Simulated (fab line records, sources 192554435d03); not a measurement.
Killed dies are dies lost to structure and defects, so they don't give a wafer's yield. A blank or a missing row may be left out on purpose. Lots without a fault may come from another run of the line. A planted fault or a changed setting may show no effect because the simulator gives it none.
One fault seen from 2 desks | flow n5_finfet | each desk has only its own numbers; what lay behind them comes last

THE METROLOGY DESK
What the gauges read, lot by lot, whatever tool the lot ran on: means of the sampled wafers that have a number. A lot is out of limits, marked OUT, if its mean lies more than 4 standard deviations from the usual mean; the brackets give that distance.
Columns: A = cd_nm at N5_BEOL_M10_CD_MEAS_28, usual 70.0 nm; B = trench_depth_nm at N5_BEOL_M10_OCD_MEAS_38, usual 146 nm
lot  | first seen here | A    | B
L685 | day 10 12:36    | 70.0 | 145
L686 | day 10 21:46    | 70.1 | 143
L687 | day 11 05:34    | 70.6 | 144
L689 | day 11 09:05    | 70.6 | 146
L690 | day 12 01:19    | 70.7 | 148
L692 | day 12 10:55    | 70.7 | 144
L693 | day 13 04:45    | 71.5 | 147
L701 | day 14 19:48    | 70.4 | 143
L698 | day 14 20:46    | 69.2 | 147
L703 | day 15 20:46    | 68.7 | 150
L705 | day 16 05:16    | 68.9 | 148
This desk's finding: nothing out of limits on any of the 11 lots.

THE TOOL OWNER'S DESK: ald_metal-01
The tool's own readings at N5_BEOL_M10_ALD_74 (deposits TaN, target thk 2 nm, pulse time 2 s, purge time 3 s): means of the sampled wafers that have a number, for each lot that ran on this tool. A lot is out of limits, marked OUT, if its mean lies more than 4 standard deviations from the usual mean; the brackets give that distance.
Columns: A = heater_power_w at N5_BEOL_M10_ALD_74, usual 416 W
lot  | first seen here | A
L686 | day 10 23:53    | 468
L687 | day 11 07:07    | 446
L690 | day 12 02:35    | 430
L693 | day 13 08:16    | 431
L701 | day 14 21:41    | 449
L698 | day 14 21:58    | 465
This desk's finding: nothing out of limits on any of the 6 lots.

PUT TOGETHER
The metrology desk saw nothing out of limits.
The tool owner's desk saw nothing out of limits.

WHAT THE SIMULATOR HAD PUT IN
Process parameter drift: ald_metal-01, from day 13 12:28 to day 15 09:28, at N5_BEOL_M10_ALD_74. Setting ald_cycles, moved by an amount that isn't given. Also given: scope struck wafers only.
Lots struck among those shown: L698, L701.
